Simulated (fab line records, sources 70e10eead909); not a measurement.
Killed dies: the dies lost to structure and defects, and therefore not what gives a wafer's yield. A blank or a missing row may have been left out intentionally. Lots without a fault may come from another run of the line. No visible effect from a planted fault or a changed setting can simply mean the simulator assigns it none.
fab line records	flow nandHarc	part 1 of 2: steps 1 to 33 of 45
[record] lots = 5	wafers = 15	lastDay = 30
route steps=1302 shown P_ZERO_WELL@39 P_STI@69
lots with no fault: from the same line, run without faults
startH: hours from the record's opening day to when the first of the lot's shown wafers began	waitH: hours from the lot's prior step to this one	" identical to the entry in the row above	L1.1+2: a single row standing in for several wafers	- no value, or no start given	* or withheld: withheld	< > ~ a bound
route shown NAME@n: NAME is a module with steps in the file, n the number in the route of the first one	usual: average and standard deviation across the fault-free wafers	same: alike in all rows	chamber/n: place in a boat	sites: the reading at each site	_std_site: their standard deviation	_edge_site: the outer-site mean with the inner-site mean subtracted	radiusMm: for every site, how far away it sits from the centre of the wafer	mask NAME#n: copy n	behind: the tool/chamber that last shaped the wafer	hold: what put the lot on hold/how long, in hours/how the hold closed	device: transistor that didn't switch, given as n, p or np	end of line: the route-end tests of the same wafers	step lacking rows: just its recipe	killed: dies lost to structure and defects at the first sort, not the wafer's yield	map: the dies of a wafer, with x for killed, . for not killed, _ for no die there
set.NAME: setting as actually run; set.NAME@STEP: the setting as run at that earlier step	model.NAME: the simulator's own value behind a step, which no gauge read
a table for each step, a row for each wafer; lots at some steps of the route
services: when a tool's chamber went out of use (startH, in hours from the record's first day, below 0 if earlier), for how many hours, and the reason
[[steps]]
[step NHARC_P_ZERO_WELL_SOFTBAKE_32]
[recipe] tempC = 122	timeS = 95
[usual] heaterPowerTotalW = 160.2/0.43
lot.wafer	tool	chamber	startH	waitH	heaterPowerTotalW
L075.1	lithoTrack-03	0	-	-	160.5
L075.3	"	0	"	"	160.2
L075.6	"	0	"	"	159.8
L078.2	lithoTrack-02	0	-	-	160.6
L078.5	"	0	"	"	160.2
L078.6	"	0	"	"	160.6
L081.2	lithoTrack-02	0	-	-	159.9
L081.3	"	0	"	"	160.0
L081.5	"	0	"	"	160.5
L085.2	lithoTrack-02	0	-	-	160.6
L085.5	"	0	"	"	160.6
L085.6	"	0	"	"	160.2
L090.2	lithoTrack-07	0	-	-	160.0
L090.4	"	0	"	"	160.4
L090.6	"	0	"	"	160.0
[step NHARC_P_ZERO_WELL_EBR_33]
lot.wafer	tool	chamber	startH	waitH
L075.1+3+6	lithoTrack-03	0	-	-
L078.2+5+6	lithoTrack-02	0	-	-
L081.2+3+5	lithoTrack-02	0	-	-
L085.2+5+6	lithoTrack-02	0	-	-
L090.2+4+6	lithoTrack-07	0	-	-
[step NHARC_P_ZERO_WELL_EXPOSE_34]
[recipe] na = 0.6	targetCdNm = 720	doseMj = 22.31	maskId = P_PWELL
[usual] reticleTempC = 23.02/0.1
lot.wafer	tool	chamber	startH	waitH	mask	reticleTempC
L075.1	krfScanner-01	0	33.93	-	P_PWELL#0	22.99
L075.3	"	0	"	"	P_PWELL#0	22.91
L075.6	"	0	"	"	P_PWELL#0	22.85
L078.2	krfScanner-02	0	63.85	-	P_PWELL#0	22.82
L078.5	"	0	"	"	P_PWELL#0	22.95
L078.6	"	0	"	"	P_PWELL#0	22.97
L081.2	krfScanner-04	0	94.38	-	P_PWELL#0	22.99
L081.3	"	0	"	"	P_PWELL#0	22.97
L081.5	"	0	"	"	P_PWELL#0	23.01
L085.2	krfScanner-02	0	133.83	-	P_PWELL#0	23.11
L085.5	"	0	"	"	P_PWELL#0	23.11
L085.6	"	0	"	"	P_PWELL#0	23.11
L090.2	krfScanner-01	0	184.14	-	P_PWELL#0	23.06
L090.4	"	0	"	"	P_PWELL#0	22.78
L090.6	"	0	"	"	P_PWELL#0	22.98
[step NHARC_P_ZERO_WELL_PEB_35]
[recipe] pebTempC = 118	pebTimeS = 85
[usual] heaterPowerTotalW = 164.00/0.28
lot.wafer	tool	chamber	startH	waitH	heaterPowerTotalW
L075.1	lithoTrack-02	0	34.00	0.1	163.97
L075.3	"	0	"	"	163.62
L075.6	"	0	"	"	164.33
L078.2	lithoTrack-03	0	63.92	0.1	164.32
L078.5	"	0	"	"	163.61
L078.6	"	0	"	"	163.99
L081.2	lithoTrack-07	0	94.44	0.1	164.33
L081.3	"	0	"	"	164.24
L081.5	"	0	"	"	163.64
L085.2	lithoTrack-03	0	133.90	0.1	163.87
L085.5	"	0	"	"	163.88
L085.6	"	0	"	"	164.20
L090.2	lithoTrack-07	0	184.21	0.1	164.40
L090.4	"	0	"	"	164.41
L090.6	"	0	"	"	164.35
[step NHARC_P_ZERO_WELL_DEVELOP_36]
[recipe] timeS = 70
lot.wafer	tool	chamber	startH	waitH
L075.1+3+6	lithoTrack-02	0	-	-
L078.2+5+6	lithoTrack-03	0	-	-
L081.2+3+5	lithoTrack-07	0	-	-
L085.2+5+6	lithoTrack-03	0	-	-
L090.2+4+6	lithoTrack-07	0	-	-
[step NHARC_P_ZERO_WELL_CD_MEAS_37]
[recipe] targetCdNm = 720	landingEnergyEv = 500
[usual] cdNm = 720.0/1.8
lot.wafer	tool	chamber	startH	waitH	cdNm
L075.1	cdSem-01	0	34.10	-	719.7
L075.3	"	0	"	"	721.9
L075.6	"	0	"	"	721.0
L078.2	cdSem-02	0	64.01	-	722.7
L078.5	"	0	"	"	719.9
L078.6	"	0	"	"	719.6
L081.2	cdSem-01	0	94.54	-	721.0
L081.3	"	0	"	"	717.0
L081.5	"	0	"	"	721.3
L085.2	cdSem-03	0	133.99	-	723.4
L085.5	"	0	"	"	720.6
L085.6	"	0	"	"	720.8
L090.2	cdSem-02	0	184.30	-	718.1
L090.4	"	0	"	"	720.9
L090.6	"	0	"	"	717.7
[step NHARC_P_ZERO_WELL_HARDBAKE_38]
[recipe] tempC = 125	timeS = 80
[usual] heaterPowerTotalW = 183.9/0.72
lot.wafer	tool	chamber	startH	waitH	heaterPowerTotalW
L075.1	lithoTrack-03	0	34.18	-	184.5
L075.3	"	0	"	"	184.2
L075.6	"	0	"	"	184.7
L078.2	lithoTrack-07	0	64.09	-	184.8
L078.5	"	0	"	"	183.0
L078.6	"	0	"	"	183.7
L081.2	lithoTrack-03	0	94.62	-	184.3
L081.3	"	0	"	"	182.8
L081.5	"	0	"	"	184.6
L085.2	lithoTrack-02	0	134.07	-	183.5
L085.5	"	0	"	"	183.2
L085.6	"	0	"	"	183.2
L090.2	lithoTrack-03	0	184.39	-	182.8
L090.4	"	0	"	"	185.0
L090.6	"	0	"	"	184.3
[step NHARC_P_ZERO_WELL_DESCUM_39]
[recipe] timeS = 3	o2FlowSccm = 200	arFlowSccm = 0	biasPowerW = 0	chemistry = O2
[usual] drypumpMotorCurrentA = 5.6/0.37	oesProductAu = 0.996/0.0098	rfVppV = 57.9/0.85	showerheadPlenumPTorr = 1.91/0.082	throttleValvePct = 11.311/0.0092
lot.wafer	tool	chamber	startH	waitH	drypumpMotorCurrentA	oesProductAu	rfHoursCounterH	rfVppV	showerheadPlenumPTorr	throttleValvePct
L075.3	rieDiel-13	2	34.27	-	5.1	0.998	3	58.3	2.01	11.299
L075.1	"	0	"	"	5.3	0.990	18	57.2	1.97	11.302
L075.6	"	1	"	"	5.9	0.983	-	57.0	1.90	11.324
L078.2	rieDiel-11	2	64.20	-	6.1	0.988	48	58.8	1.91	11.314
L078.6	"	3	"	"	5.2	0.995	-	58.9	1.86	11.320
L078.5	"	0	"	"	6.2	1.004	-	56.7	1.80	11.314
L081.2	rieDiel-13	0	94.71	-	5.3	0.993	37	57.2	1.96	11.304
L081.3	"	1	"	"	5.9	0.992	35	58.3	1.90	11.313
L081.5	"	3	"	"	5.5	1.007	-	58.6	1.96	11.303
L085.2	rieDiel-03	1	134.16	-	5.1	0.990	6	57.6	1.85	11.322
L085.5	"	0	"	"	5.9	0.990	-	57.4	1.87	11.309
L085.6	"	1	"	"	5.1	0.993	-	58.0	1.85	11.315
L090.2	rieDiel-13	0	184.47	-	5.3	0.985	4	57.8	1.95	11.305
L090.4	"	1	"	"	5.9	0.992	4	58.0	1.88	11.308
L090.6	"	0	"	"	5.4	0.986	-	57.6	1.95	11.307
[step NHARC_P_ZERO_WELL_IMPLANT_40]
[recipe] energyKev = 300	doseCm2 = 1e+13	tiltDeg = 7
lot.wafer	tool	chamber	startH	waitH
L075.1+3+6	implanter-02	0	34.40	0.1
L078.2+5+6	implanter-02	0	64.34	0.1
L081.2+3+5	implanter-02	0	94.87	0.2
L085.2+5+6	implanter-01	0	134.32	0.2
L090.2+4+6	implanter-01	0	184.64	0.2
[step NHARC_P_ZERO_WELL_IMPLANT_59]
[recipe] energyKev = 120	doseCm2 = 5e+12	tiltDeg = 7
lot.wafer	tool	chamber	startH	waitH
L075.1+3+6	implanter-02	0	34.58	0.1
L078.2+5+6	implanter-02	0	64.53	0.2
L081.2+3+5	implanter-02	0	95.05	0.2
L085.2+5+6	implanter-01	0	134.50	0.2
L090.2+4+6	implanter-01	0	184.82	0.1
[step NHARC_P_ZERO_WELL_IMPLANT_60]
[recipe] energyKev = 30	doseCm2 = 2e+12	tiltDeg = 7
lot.wafer	tool	chamber	startH	waitH
L075.1+3+6	implanter-02	0	34.76	0.1
L078.2+5+6	implanter-02	0	64.71	0.2
L081.2+3+5	implanter-02	0	95.23	0.2
L085.2+5+6	implanter-01	0	134.69	0.2
L090.2+4+6	implanter-01	0	185.00	0.1
[step NHARC_P_ZERO_WELL_STRIP_41]
[recipe] timeS = 840	tempC = 130	chemistry = SPM
lot.wafer	tool	chamber	startH	waitH
L075.6+3+1	wetBench-02	1,4,6	34.97	0.0
L078.6+2+5	wetBench-09	5,6,2	64.89	0.0
L081.5+2+3	wetBench-04	1,3,4	95.41	0.1
L085.6+2+5	wetBench-04	2,5,6	134.87	0.0
L090.4+6+2	wetBench-09	2,5,6	185.18	0.1
[step NHARC_P_ZERO_WELL_DEHYDRATE_44]
[recipe] tempC = 150	timeS = 120
[usual] heaterPowerTotalW = 182.7/1.3
lot.wafer	tool	chamber	startH	waitH	heaterPowerTotalW
L075.1	lithoTrack-07	0	35.30	-	181.0
L075.3	"	0	"	"	182.6
L075.6	"	0	"	"	183.5
L078.2	lithoTrack-03	0	65.22	-	181.5
L078.5	"	0	"	"	183.7
L078.6	"	0	"	"	182.0
L081.2	lithoTrack-07	0	95.75	-	182.5
L081.3	"	0	"	"	184.9
L081.5	"	0	"	"	180.4
L085.2	lithoTrack-02	0	135.21	-	183.9
L085.5	"	0	"	"	183.3
L085.6	"	0	"	"	183.7
L090.2	lithoTrack-03	0	185.51	-	181.5
L090.4	"	0	"	"	181.1
L090.6	"	0	"	"	180.8
[step NHARC_P_ZERO_WELL_HMDS_45]
[recipe] timeS = 30
lot.wafer	tool	chamber	startH	waitH
L075.1+3+6	lithoTrack-07	0	-	-
L078.2+5+6	lithoTrack-03	0	-	-
L081.2+3+5	lithoTrack-07	0	-	-
L085.2+5+6	lithoTrack-02	0	-	-
L090.2+4+6	lithoTrack-03	0	-	-
[step NHARC_P_ZERO_WELL_COAT_46]
[recipe] spinRpm = withheld
lot.wafer	tool	chamber	startH	waitH
L075.1+3+6	lithoTrack-07	0	-	-
L078.2+5+6	lithoTrack-03	0	-	-
L081.2+3+5	lithoTrack-07	0	-	-
L085.2+5+6	lithoTrack-02	0	-	-
L090.2+4+6	lithoTrack-03	0	-	-
[step NHARC_P_ZERO_WELL_SOFTBAKE_47]
[recipe] tempC = 122	timeS = 95
[usual] heaterPowerTotalW = 160.0/0.47
lot.wafer	tool	chamber	startH	waitH	heaterPowerTotalW
L075.1	lithoTrack-07	0	-	-	159.9
L075.3	"	0	"	"	160.3
L075.6	"	0	"	"	159.6
L078.2	lithoTrack-03	0	-	-	159.4
L078.5	"	0	"	"	160.6
L078.6	"	0	"	"	159.3
L081.2	lithoTrack-07	0	-	-	159.6
L081.3	"	0	"	"	159.2
L081.5	"	0	"	"	160.6
L085.2	lithoTrack-02	0	-	-	160.6
L085.5	"	0	"	"	159.4
L085.6	"	0	"	"	160.7
L090.2	lithoTrack-03	0	-	-	159.9
L090.4	"	0	"	"	160.5
L090.6	"	0	"	"	159.9
[step NHARC_P_ZERO_WELL_EBR_48]
lot.wafer	tool	chamber	startH	waitH
L075.1+3+6	lithoTrack-07	0	-	-
L078.2+5+6	lithoTrack-03	0	-	-
L081.2+3+5	lithoTrack-07	0	-	-
L085.2+5+6	lithoTrack-02	0	-	-
L090.2+4+6	lithoTrack-03	0	-	-
[step NHARC_P_ZERO_WELL_EXPOSE_49]
[recipe] na = 0.6	targetCdNm = 2000	doseMj = 22.64	maskId = P_HVPW
[usual] reticleTempC = 22.98/0.13
lot.wafer	tool	chamber	startH	waitH	mask	reticleTempC
L075.1	krfScanner-04	0	35.45	-	P_HVPW#0	22.99
L075.3	"	0	"	"	P_HVPW#0	22.81
L075.6	"	0	"	"	P_HVPW#0	23.05
L078.2	krfScanner-01	0	65.50	-	P_HVPW#0	22.89
L078.5	"	0	"	"	P_HVPW#0	23.07
L078.6	"	0	"	"	P_HVPW#0	23.01
L081.2	krfScanner-04	0	96.02	-	P_HVPW#0	22.82
L081.3	"	0	"	"	P_HVPW#0	22.80
L081.5	"	0	"	"	P_HVPW#0	22.81
L085.2	krfScanner-02	0	135.36	-	P_HVPW#0	22.97
L085.5	"	0	"	"	P_HVPW#0	22.81
L085.6	"	0	"	"	P_HVPW#0	22.95
L090.2	krfScanner-01	0	185.66	-	P_HVPW#0	22.74
L090.4	"	0	"	"	P_HVPW#0	22.79
L090.6	"	0	"	"	P_HVPW#0	22.86
[step NHARC_P_ZERO_WELL_PEB_50]
[recipe] pebTempC = 118	pebTimeS = 85
[usual] heaterPowerTotalW = 163.96/0.27
lot.wafer	tool	chamber	startH	waitH	heaterPowerTotalW
L075.1	lithoTrack-03	0	35.51	0.1	164.19
L075.3	"	0	"	"	164.09
L075.6	"	0	"	"	163.64
L078.2	lithoTrack-03	0	65.56	0.1	164.05
L078.5	"	0	"	"	163.62
L078.6	"	0	"	"	163.65
L081.2	lithoTrack-03	0	96.08	0.1	163.67
L081.3	"	0	"	"	164.32
L081.5	"	0	"	"	163.90
L085.2	lithoTrack-07	0	135.42	0.1	164.29
L085.5	"	0	"	"	164.38
L085.6	"	0	"	"	163.76
L090.2	lithoTrack-02	0	185.72	0.1	164.45
L090.4	"	0	"	"	163.73
L090.6	"	0	"	"	164.15
[step NHARC_P_ZERO_WELL_DEVELOP_51]
[recipe] timeS = 70
lot.wafer	tool	chamber	startH	waitH
L075.1+3+6	lithoTrack-03	0	-	-
L078.2+5+6	lithoTrack-03	0	-	-
L081.2+3+5	lithoTrack-03	0	-	-
L085.2+5+6	lithoTrack-07	0	-	-
L090.2+4+6	lithoTrack-02	0	-	-
[step NHARC_P_ZERO_WELL_CD_MEAS_52]
[recipe] targetCdNm = 2000	landingEnergyEv = 500
[usual] cdNm = 2000.1/1.8
lot.wafer	tool	chamber	startH	waitH	cdNm
L075.1	cdSem-02	0	35.60	-	2001.8
L075.3	"	0	"	"	2001.1
L075.6	"	0	"	"	1998.8
L078.2	cdSem-02	0	65.65	-	2000.5
L078.5	"	0	"	"	1999.1
L078.6	"	0	"	"	1996.9
L081.2	cdSem-01	0	96.17	-	1998.4
L081.3	"	0	"	"	2001.1
L081.5	"	0	"	"	2001.7
L085.2	cdSem-02	0	135.51	-	2003.6
L085.5	"	0	"	"	2001.2
L085.6	"	0	"	"	2002.2
L090.2	cdSem-02	0	185.81	-	2001.2
L090.4	"	0	"	"	1999.1
L090.6	"	0	"	"	2001.2
[step NHARC_P_ZERO_WELL_HARDBAKE_53]
[recipe] tempC = 125	timeS = 80
[usual] heaterPowerTotalW = 183.9/0.71
lot.wafer	tool	chamber	startH	waitH	heaterPowerTotalW
L075.1	lithoTrack-07	0	35.68	-	184.2
L075.3	"	0	"	"	183.4
L075.6	"	0	"	"	183.2
L078.2	lithoTrack-03	0	65.73	-	183.2
L078.5	"	0	"	"	184.8
L078.6	"	0	"	"	183.7
L081.2	lithoTrack-07	0	96.26	-	183.6
L081.3	"	0	"	"	184.8
L081.5	"	0	"	"	182.9
L085.2	lithoTrack-02	0	135.59	-	185.0
L085.5	"	0	"	"	184.4
L085.6	"	0	"	"	182.8
L090.2	lithoTrack-07	0	185.89	-	182.9
L090.4	"	0	"	"	184.5
L090.6	"	0	"	"	183.8
[step NHARC_P_ZERO_WELL_DESCUM_54]
[recipe] timeS = 3	o2FlowSccm = 200	arFlowSccm = 0	biasPowerW = 0	chemistry = O2
[usual] drypumpMotorCurrentA = 5.6/0.38	oesProductAu = 0.997/0.0098	rfVppV = 57.7/0.96	showerheadPlenumPTorr = 1.91/0.072	throttleValvePct = 11.312/0.0092
lot.wafer	tool	chamber	startH	waitH	drypumpMotorCurrentA	oesProductAu	rfHoursCounterH	rfVppV	showerheadPlenumPTorr	throttleValvePct
L075.3	rieDiel-03	2	35.76	-	5.9	1.000	34	58.2	1.99	11.317
L075.1	"	3	"	"	5.9	0.997	33	57.8	1.84	11.307
L075.6	"	2	"	"	5.8	1.007	-	57.6	1.99	11.314
L078.2	rieDiel-13	2	65.82	-	5.1	1.008	14	59.5	2.00	11.308
L078.6	"	1	"	"	5.9	0.983	-	57.4	1.90	11.326
L078.5	"	2	"	"	5.2	1.004	-	58.5	2.00	11.324
L081.2	rieDiel-11	3	96.34	-	5.2	1.007	1	58.2	1.86	11.310
L081.3	"	1	"	"	5.5	1.006	1	58.7	2.06	11.303
L081.5	"	3	"	"	5.1	0.998	-	57.9	1.86	11.308
L085.2	rieDiel-13	1	135.67	-	5.9	0.987	53	57.6	1.89	11.295
L085.5	"	1	"	"	5.9	0.987	-	58.3	1.89	11.308
L085.6	"	2	"	"	5.2	0.999	-	56.5	1.99	11.315
L090.4	rieDiel-13	2	185.97	-	5.1	1.005	6	57.9	1.99	11.329
L090.2	"	1	"	"	5.9	1.000	4	58.9	1.89	11.304
L090.6	"	3	"	"	5.5	0.995	-	57.2	1.95	11.318
[step NHARC_P_ZERO_WELL_IMPLANT_55]
[recipe] energyKev = 180	doseCm2 = 8e+11	tiltDeg = 7
lot.wafer	tool	chamber	startH	waitH
L075.1+3+6	implanter-02	0	35.91	0.1
L078.2+5+6	implanter-02	0	65.98	0.2
L081.2+3+5	implanter-02	0	96.62	0.3
L085.2+5+6	implanter-02	0	135.84	0.2
L090.2+4+6	implanter-02	0	186.15	0.1
[step NHARC_P_ZERO_WELL_IMPLANT_61]
[recipe] energyKev = 30	doseCm2 = 5e+11	tiltDeg = 7
lot.wafer	tool	chamber	startH	waitH
L075.1+3+6	implanter-02	0	36.09	0.2
L078.2+5+6	implanter-02	0	66.16	0.1
L081.2+3+5	implanter-02	0	96.80	0.1
L085.2+5+6	implanter-02	0	136.02	0.1
L090.2+4+6	implanter-02	0	186.33	0.2
[step NHARC_P_ZERO_WELL_STRIP_56]
[recipe] timeS = 840	tempC = 130	chemistry = SPM
lot.wafer	tool	chamber	startH	waitH
L075.6+3+1	wetBench-02	0,1,5	36.30	0.0
L078.5+2+6	wetBench-02	0,2,4	66.36	0.1
L081.5+3+2	wetBench-09	1,3,4	96.98	0.1
L085.6+2+5	wetBench-04	0,1,3	136.20	0.0
L090.4+2+6	wetBench-09	7,1,2	186.52	0.1
[step NHARC_P_ZERO_WELL_PRECLEAN_68]
[recipe] timeS = 60	tempC = 50	bathAgeMin = 0	chemistry = SC1
[same] bathAgeMin = 0
lot.wafer	tool	chamber	startH	waitH
L075.6+3+1	wetBench-02	0,1,5	-	-
L078.5+2+6	wetBench-02	0,2,4	-	-
L081.5+3+2	wetBench-09	1,3,4	-	-
L085.6+2+5	wetBench-04	0,1,3	-	-
L090.4+2+6	wetBench-09	7,1,2	-	-
[step NHARC_P_ZERO_WELL_SRD_69]
lot.wafer	tool	chamber	startH	waitH
L075.6+3+1	wetBench-02	0,1,5	-	-
L078.5+2+6	wetBench-02	0,2,4	-	-
L081.5+3+2	wetBench-09	1,3,4	-	-
L085.6+2+5	wetBench-04	0,1,3	-	-
L090.4+2+6	wetBench-09	7,1,2	-	-
[step NHARC_P_ZERO_WELL_RTA_42]
[recipe] tempC = 1100	timeS = 300
[usual] lampPowerPct = 34/3.9	lamp_zone_7_pct = 34/3.9	wafer_temp_C_max = 1105.7/1.1
lot.wafer	tool	chamber	startH	waitH	lampPowerPct	lamp_zone_7_pct	wafer_temp_C_max
L075.1	rtpAnneal-02	0	36.74	-	31	31	1106.5
L075.3	"	0	"	"	31	31	1104.6
L075.6	"	0	"	"	31	31	1105.3
L078.2	rtpAnneal-01	0	66.98	-	39	39	1105.0
L078.5	"	0	"	"	39	39	1106.3
L078.6	"	0	"	"	39	39	1104.6
L081.2	rtpAnneal-01	0	97.53	-	39	39	1103.7
L081.3	"	0	"	"	39	39	1106.3
L081.5	"	0	"	"	39	39	1105.2
L085.2	rtpAnneal-02	0	136.75	-	31	31	1105.7
L085.5	"	0	"	"	31	31	1107.1
L085.6	"	0	"	"	31	31	1104.9
L090.2	rtpAnneal-02	0	187.06	-	31	31	1106.9
L090.4	"	0	"	"	31	31	1106.2
L090.6	"	0	"	"	31	31	1105.7
[step NHARC_P_ZERO_WELL_INSPECT_43]
[usual] rawDefectCount = 14/7.1
lot.wafer	tool	chamber	startH	waitH	rawDefectCount
L075.1	defectInspect-01	-	37.41	0.6	16
L075.3	"	-	"	"	8
L075.6	"	-	"	"	7
L078.2	defectInspect-01	-	67.55	0.5	8
L078.5	"	-	"	"	7
L078.6	"	-	"	"	16
L081.2	defectInspect-02	-	98.10	0.5	9
L081.3	"	-	"	"	11
L081.5	"	-	"	"	8
L085.2	defectInspect-02	-	137.32	0.5	5
L085.5	"	-	"	"	6
L085.6	"	-	"	"	9
L090.2	defectInspect-02	-	187.63	0.5	10
L090.4	"	-	"	"	13
L090.6	"	-	"	"	3
[step NHARC_P_STI_ETCH_26]
[recipe] targetDepthA = 110	chemistry = dHF	material = SiO2
lot.wafer	tool	chamber	startH	waitH
L075.1+6+3	wetBench-05	2,3,4	37.48	0.1
L078.2+5+6	wetBench-03	2,6,7	67.61	0.0
L081.3+2+5	wetBench-06	0,3,4	98.15	0.0
L085.6+5+2	wetBench-03	1,2,3	137.38	0.1
L090.6+2+4	wetBench-06	4,5,0	187.69	0.1
[step NHARC_P_STI_PRECLEAN_27]
[recipe] timeS = *	tempC = 50	bathAgeMin = 0	chemistry = SC1
[same] bathAgeMin = 0
lot.wafer	tool	chamber	startH	waitH
L075.1+6+3	wetBench-05	2,3,4	37.54	0.0
L078.2+5+6	wetBench-03	2,6,7	67.67	0.1
L081.3+2+5	wetBench-06	0,3,4	98.22	0.1
L085.6+5+2	wetBench-03	1,2,3	137.44	0.0
L090.6+2+4	wetBench-06	4,5,0	187.75	0.0
[step NHARC_P_STI_SRD_28]
lot.wafer	tool	chamber	startH	waitH
L075.1+6+3	wetBench-05	2,3,4	-	-
L078.2+5+6	wetBench-03	2,6,7	-	-
L081.3+2+5	wetBench-06	0,3,4	-	-
L085.6+5+2	wetBench-03	1,2,3	-	-
L090.6+2+4	wetBench-06	4,5,0	-	-
